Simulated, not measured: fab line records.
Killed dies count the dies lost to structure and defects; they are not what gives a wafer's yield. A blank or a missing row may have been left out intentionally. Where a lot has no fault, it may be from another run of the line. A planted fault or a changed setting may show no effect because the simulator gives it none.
Problem report, 8D (eight disciplines) form, completed by code + flow n5-finfet + the parts of the form that need people (team, actions taken, sign-off) are left out

1. THE ISSUE
At N5_MIM_TOP_ETCH_ETCH_00, mfc-cl2-sccm averages 57.99 sccm over 2 wafers from 2 lots, while fault-free wafers read 53.26 sccm, standard deviation 0.16. Measured from the usual mean, that is +30 standard deviations.
The step: etches TiN in Cl2/BCl3, target depth 38.5 nm.
Earliest sighting: wafer L359.5 on rie-metal-02 at day 14 22:11. Wafers with a number at this step in the record: 32, from 11 lots. Rule for "out" (also "out of limits"): further than 4 standard deviations from the usual mean. The rest of the wafers with a number are treated as sound.

2. WHAT IT IS AND WHAT IT IS NOT
| question                    | is                | is not                                                                    |
|-----------------------------|-------------------|---------------------------------------------------------------------------|
| which readings at this step | mfc-cl2-sccm      | drypump-motor-current-A, mfc-ar-sccm, oes-product-au                      |
| which lots                  | L357, L359        | L346, L347, L348, L349, L350, L351, L356, L358, L368                      |
| which wafers of those lots  | L357.4, L359.5    | L357.3, L357.5, L359.2, L359.4                                            |
| read on which tools         | rie-metal-02      | rie-metal-01, rie-metal-03                                                |
| when                        | from day 14 22:11 | up to then (25 sound wafers); but 5 sound wafers of L357, L368 came after |

3. THE SUSPECTS, EACH WITH WHAT RULES IT OUT
Counting: a tool at a process step up to the reading stays a suspect if it ran every lot that is out. Sound lots after the first of them don't rule it out here, since some wafers of a struck lot are sound.
- rie-metal-02 at N5_MIM_TOP_ETCH_ETCH_00 (etches TiN in Cl2/BCl3, target depth 38.5 nm): kept. It ran every lot that is out, first L359 (day 14 22:11); its last sound lot up to then is L358 (day 14 15:19). Its own mfc-cl2-sccm readings are out on those wafers.
- Within rie-metal-02 at N5_MIM_TOP_ETCH_ETCH_00, the wafers that are out were processed in chamber 0 and their sound lot-mates in chamber 1.
The count leaves rie-metal-02 at N5_MIM_TOP_ETCH_ETCH_00.

4. THE CAUSE (what the simulator had put in)
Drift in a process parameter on rie-metal-02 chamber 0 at N5_MIM_TOP_ETCH_ETCH_00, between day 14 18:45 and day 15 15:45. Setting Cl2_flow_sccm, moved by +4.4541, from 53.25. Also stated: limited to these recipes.
The count eliminated every tool but this one.

5. THE EFFECT CHAIN, in route order
Each row: a reading whose mean over the struck wafers that have a number lies more than 3 standard deviations from the usual. Readings are gone through only where the record gives a usual standard deviation; hours: the median, over the lots, of the time from a lot's start at the first step in this table giving one to that lot's start at this step; sigmas: the change measured in usual standard deviations.
| hours | step                    | reading      | usual      | on struck wafers | change | sigmas |
|-------|-------------------------|--------------|------------|------------------|--------|--------|
| 0     | N5_MIM_TOP_ETCH_ETCH_00 | mfc-cl2-sccm | 53.26 sccm | 57.99            | +4.73  | +30    |
The process steps in it:
- N5_MIM_TOP_ETCH_ETCH_00: etches TiN in Cl2/BCl3, target depth 38.5 nm.

6. HOW IT WOULD HAVE BEEN CAUGHT EARLIER
First out-of-limits reading in this record: day 14 22:11, which is 3 hours after fault onset at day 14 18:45.
